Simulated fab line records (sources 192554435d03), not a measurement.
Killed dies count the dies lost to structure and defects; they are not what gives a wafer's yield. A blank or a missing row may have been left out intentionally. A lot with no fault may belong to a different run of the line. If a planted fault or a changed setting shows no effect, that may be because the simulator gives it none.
Lot-split experiment :: flow n5Finfet :: 39 wafers read across 7 lots, on a route 1938 steps long

== ABOUT THE SPLIT ==
At N5_BEOL_M8_VIA_ETCH_34 (etches SiCOH lowk in C4F6/O2, target depth 125.5 nm, time 50.5 s), the setting targetDepthA was moved away from the recipe's 1255 angstrom on 15 of the 39 wafers read, by -54.3% to +57.1%. This setting was run at the recipe's value on the other wafers.

Reading taken at the split's own step.

== THE READING ==
SOC_of_BEOL_M8_COAT_63.thkNm (the simulator's own value, which no gauge read), in nm, at N5_BEOL_M8_VIA_ETCH_34 (etches SiCOH lowk in C4F6/O2, target depth 125.5 nm, time 50.5 s). The file does not state a usual value for it. Here, 24 wafers ran the recipe; their average is 53.8 nm with a standard deviation of 0.19 nm.

wafer: L074.1
tool, chamber at the split: rieDiel-03, 0
targetDepthA as run, angstrom: 1255
against the recipe: recipe
SOC_of_BEOL_M8_COAT_63.thkNm, nm: 54
against lot-mates on the recipe: -

wafer: L074.2
tool, chamber at the split: rieDiel-03, 2
targetDepthA as run, angstrom: 1255
against the recipe: recipe
SOC_of_BEOL_M8_COAT_63.thkNm, nm: 54
against lot-mates on the recipe: -

wafer: L074.3
tool, chamber at the split: rieDiel-03, 3
targetDepthA as run, angstrom: 962.4
against the recipe: -23.3%
SOC_of_BEOL_M8_COAT_63.thkNm, nm: 55.4
against lot-mates on the recipe: +1.5

wafer: L074.4
tool, chamber at the split: rieDiel-03, 3
targetDepthA as run, angstrom: 962.4
against the recipe: -23.3%
SOC_of_BEOL_M8_COAT_63.thkNm, nm: 55.4
against lot-mates on the recipe: +1.5

wafer: L074.5
tool, chamber at the split: rieDiel-03, 2
targetDepthA as run, angstrom: 962.4
against the recipe: -23.3%
SOC_of_BEOL_M8_COAT_63.thkNm, nm: 55.4
against lot-mates on the recipe: +1.5

wafer: L074.6
tool, chamber at the split: rieDiel-03, 0
targetDepthA as run, angstrom: 1255
against the recipe: recipe
SOC_of_BEOL_M8_COAT_63.thkNm, nm: 53.8
against lot-mates on the recipe: -

wafer: L077.1
tool, chamber at the split: rieDiel-03, 1
targetDepthA as run, angstrom: 1025
against the recipe: -18.3%
SOC_of_BEOL_M8_COAT_63.thkNm, nm: 55
against lot-mates on the recipe: +0.9

wafer: L077.2
tool, chamber at the split: rieDiel-03, 0
targetDepthA as run, angstrom: 1255
against the recipe: recipe
SOC_of_BEOL_M8_COAT_63.thkNm, nm: 54.2
against lot-mates on the recipe: -

wafer: L077.3
tool, chamber at the split: rieDiel-03, 2
targetDepthA as run, angstrom: 1025
against the recipe: -18.3%
SOC_of_BEOL_M8_COAT_63.thkNm, nm: 55.2
against lot-mates on the recipe: +1.1

wafer: L077.4
tool, chamber at the split: rieDiel-03, 3
targetDepthA as run, angstrom: 1025
against the recipe: -18.3%
SOC_of_BEOL_M8_COAT_63.thkNm, nm: 55
against lot-mates on the recipe: +0.9

wafer: L077.5
tool, chamber at the split: rieDiel-03, 3
targetDepthA as run, angstrom: 1255
against the recipe: recipe
SOC_of_BEOL_M8_COAT_63.thkNm, nm: 54
against lot-mates on the recipe: -

wafer: L077.6
tool, chamber at the split: rieDiel-03, 0
targetDepthA as run, angstrom: 1255
against the recipe: recipe
SOC_of_BEOL_M8_COAT_63.thkNm, nm: 54
against lot-mates on the recipe: -

wafer: L078.1
tool, chamber at the split: rieDiel-04, 0
targetDepthA as run, angstrom: 1255
against the recipe: recipe
SOC_of_BEOL_M8_COAT_63.thkNm, nm: 53.6
against lot-mates on the recipe: -

wafer: L078.2
tool, chamber at the split: rieDiel-04, 2
targetDepthA as run, angstrom: 1255
against the recipe: recipe
SOC_of_BEOL_M8_COAT_63.thkNm, nm: 53.4
against lot-mates on the recipe: -

wafer: L078.3
tool, chamber at the split: rieDiel-04, 3
targetDepthA as run, angstrom: 815.9
against the recipe: -35.0%
SOC_of_BEOL_M8_COAT_63.thkNm, nm: 55.4
against lot-mates on the recipe: +1.8

wafer: L078.4
tool, chamber at the split: rieDiel-04, 1
targetDepthA as run, angstrom: 815.9
against the recipe: -35.0%
SOC_of_BEOL_M8_COAT_63.thkNm, nm: 55.8
against lot-mates on the recipe: +2.2

wafer: L078.5
tool, chamber at the split: rieDiel-04, 0
targetDepthA as run, angstrom: 815.9
against the recipe: -35.0%
SOC_of_BEOL_M8_COAT_63.thkNm, nm: 55.4
against lot-mates on the recipe: +1.8

wafer: L078.6
tool, chamber at the split: rieDiel-04, 1
targetDepthA as run, angstrom: 1255
against the recipe: recipe
SOC_of_BEOL_M8_COAT_63.thkNm, nm: 53.8
against lot-mates on the recipe: -

wafer: L076.1
tool, chamber at the split: rieDiel-04, 1
targetDepthA as run, angstrom: 1255
against the recipe: recipe
SOC_of_BEOL_M8_COAT_63.thkNm, nm: 53.8
against lot-mates on the recipe: -

wafer: L076.2
tool, chamber at the split: rieDiel-04, 3
targetDepthA as run, angstrom: 1255
against the recipe: recipe
SOC_of_BEOL_M8_COAT_63.thkNm, nm: 53.8
against lot-mates on the recipe: -

wafer: L076.3
tool, chamber at the split: rieDiel-04, 2
targetDepthA as run, angstrom: 1255
against the recipe: recipe
SOC_of_BEOL_M8_COAT_63.thkNm, nm: 53.8
against lot-mates on the recipe: -

wafer: L076.4
tool, chamber at the split: rieDiel-04, 0
targetDepthA as run, angstrom: 1255
against the recipe: recipe
SOC_of_BEOL_M8_COAT_63.thkNm, nm: 53.6
against lot-mates on the recipe: -

wafer: L076.5
tool, chamber at the split: rieDiel-04, 1
targetDepthA as run, angstrom: 1255
against the recipe: recipe
SOC_of_BEOL_M8_COAT_63.thkNm, nm: 53.6
against lot-mates on the recipe: -

wafer: L076.6
tool, chamber at the split: rieDiel-04, 0
targetDepthA as run, angstrom: 1255
against the recipe: recipe
SOC_of_BEOL_M8_COAT_63.thkNm, nm: 53.8
against lot-mates on the recipe: -

wafer: L086.1
tool, chamber at the split: rieDiel-01, 3
targetDepthA as run, angstrom: 1255
against the recipe: recipe
SOC_of_BEOL_M8_COAT_63.thkNm, nm: 53.6
against lot-mates on the recipe: -

wafer: L086.4
tool, chamber at the split: rieDiel-01, 0
targetDepthA as run, angstrom: 1255
against the recipe: recipe
SOC_of_BEOL_M8_COAT_63.thkNm, nm: 53.6
against lot-mates on the recipe: -

wafer: L086.6
tool, chamber at the split: rieDiel-01, 3
targetDepthA as run, angstrom: 1255
against the recipe: recipe
SOC_of_BEOL_M8_COAT_63.thkNm, nm: 54
against lot-mates on the recipe: -

wafer: L092.1
tool, chamber at the split: rieDiel-03, 2
targetDepthA as run, angstrom: 1255
against the recipe: recipe
SOC_of_BEOL_M8_COAT_63.thkNm, nm: 53.6
against lot-mates on the recipe: -

wafer: L092.2
tool, chamber at the split: rieDiel-03, 1
targetDepthA as run, angstrom: 573.5
against the recipe: -54.3%
SOC_of_BEOL_M8_COAT_63.thkNm, nm: 57
against lot-mates on the recipe: +3.4

wafer: L092.3
tool, chamber at the split: rieDiel-03, 0
targetDepthA as run, angstrom: 1255
against the recipe: recipe
SOC_of_BEOL_M8_COAT_63.thkNm, nm: 53.6
against lot-mates on the recipe: -

wafer: L092.4
tool, chamber at the split: rieDiel-03, 3
targetDepthA as run, angstrom: 1255
against the recipe: recipe
SOC_of_BEOL_M8_COAT_63.thkNm, nm: 53.6
against lot-mates on the recipe: -

wafer: L092.5
tool, chamber at the split: rieDiel-03, 3
targetDepthA as run, angstrom: 573.5
against the recipe: -54.3%
SOC_of_BEOL_M8_COAT_63.thkNm, nm: 57
against lot-mates on the recipe: +3.4

wafer: L092.6
tool, chamber at the split: rieDiel-03, 2
targetDepthA as run, angstrom: 573.5
against the recipe: -54.3%
SOC_of_BEOL_M8_COAT_63.thkNm, nm: 57
against lot-mates on the recipe: +3.4

wafer: L097.1
tool, chamber at the split: rieDiel-04, 1
targetDepthA as run, angstrom: 1255
against the recipe: recipe
SOC_of_BEOL_M8_COAT_63.thkNm, nm: 53.8
against lot-mates on the recipe: -

wafer: L097.2
tool, chamber at the split: rieDiel-04, 0
targetDepthA as run, angstrom: 1255
against the recipe: recipe
SOC_of_BEOL_M8_COAT_63.thkNm, nm: 54
against lot-mates on the recipe: -

wafer: L097.3
tool, chamber at the split: rieDiel-04, 3
targetDepthA as run, angstrom: 1971
against the recipe: +57.1%
SOC_of_BEOL_M8_COAT_63.thkNm, nm: 50.4
against lot-mates on the recipe: -3.5

wafer: L097.4
tool, chamber at the split: rieDiel-04, 2
targetDepthA as run, angstrom: 1971
against the recipe: +57.1%
SOC_of_BEOL_M8_COAT_63.thkNm, nm: 50.4
against lot-mates on the recipe: -3.5

wafer: L097.5
tool, chamber at the split: rieDiel-04, 2
targetDepthA as run, angstrom: 1255
against the recipe: recipe
SOC_of_BEOL_M8_COAT_63.thkNm, nm: 53.8
against lot-mates on the recipe: -

wafer: L097.6
tool, chamber at the split: rieDiel-04, 3
targetDepthA as run, angstrom: 1971
against the recipe: +57.1%
SOC_of_BEOL_M8_COAT_63.thkNm, nm: 50.4
against lot-mates on the recipe: -3.5

THE FIT
A straight line over all 39 wafers: SOC_of_BEOL_M8_COAT_63.thkNm changes by -0.0589 nm for each +1% of targetDepthA; r = -0.99; the points scatter about the line by 0.21 nm.
The same after taking each lot's own level away (the mean of its wafers on the recipe; 39 wafers): -0.0606 nm for each +1%; r = -1.00; scatter 0.13 nm.
The reading moves by 3.5 nm for the largest change in targetDepthA, on that fit.
From 53.60 to 54.07 nm: that is the span of the lots' own levels, equal to 2.4 times the standard deviation above.
Hence the lot-to-lot level has little effect on the slope; both slopes agree.
Check: for one of the wafers moved furthest among these (+57.1%), held out of the fit, the line's prediction against its lot-mates is -3.47 nm. It came out at -3.47 nm against them.

== THE OTHER SPLITS THESE WAFERS WENT THROUGH ==
These wafers also went through other splits before the reading. Each is held against what the fit with the lots' levels taken away leaves over:
other split on the same wafers: N5_FIN_SAQP_ETCH_65 timeS
wafers away from the commonest value: 18
r with SOC_of_BEOL_M8_COAT_63.thkNm (lot level and that fit taken away): -0.14

other split on the same wafers: N5_STI_FIN_REVEAL_ETCHBACK_08 targetDepthA
wafers away from the commonest value: 12
r with SOC_of_BEOL_M8_COAT_63.thkNm (lot level and that fit taken away): +0.04

other split on the same wafers: N5_HKMG_FIN_HK_ALD_01 aldCycles
wafers away from the commonest value: 15
r with SOC_of_BEOL_M8_COAT_63.thkNm (lot level and that fit taken away): +0.08

other split on the same wafers: N5_BEOL_M0_SAQP_DESCUM_45 timeS
wafers away from the commonest value: 15
r with SOC_of_BEOL_M8_COAT_63.thkNm (lot level and that fit taken away): +0.03

other split on the same wafers: N5_BEOL_M4_DEP_57 timeS
wafers away from the commonest value: 15
r with SOC_of_BEOL_M8_COAT_63.thkNm (lot level and that fit taken away): +0.03

== THE WHOLE CHAIN: every reading that the file lists as answering this split, in the file's order ==
step: N5_BEOL_M8_VIA_ETCH_34
what it does: etches SiCOH lowk in C4F6/O2, target depth 125.5 nm, time 50.5 s
reading: etch.depthNm (the simulator's own value, which no gauge read)
change (the file's fit): +1.25 nm for each +1% of the setting
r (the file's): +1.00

step: N5_BEOL_M8_VIA_ETCH_34
what it does: etches SiCOH lowk in C4F6/O2, target depth 125.5 nm, time 50.5 s
reading: SOC_of_BEOL_M8_COAT_63.thkNm (the simulator's own value, which no gauge read)
change (the file's fit): -0.0605 nm for each +1% of the setting
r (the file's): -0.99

== FILE'S OWN FIT ==
SOC_of_BEOL_M8_COAT_63.thkNm changes by -0.0605 nm for each +1% of targetDepthA, r = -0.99.
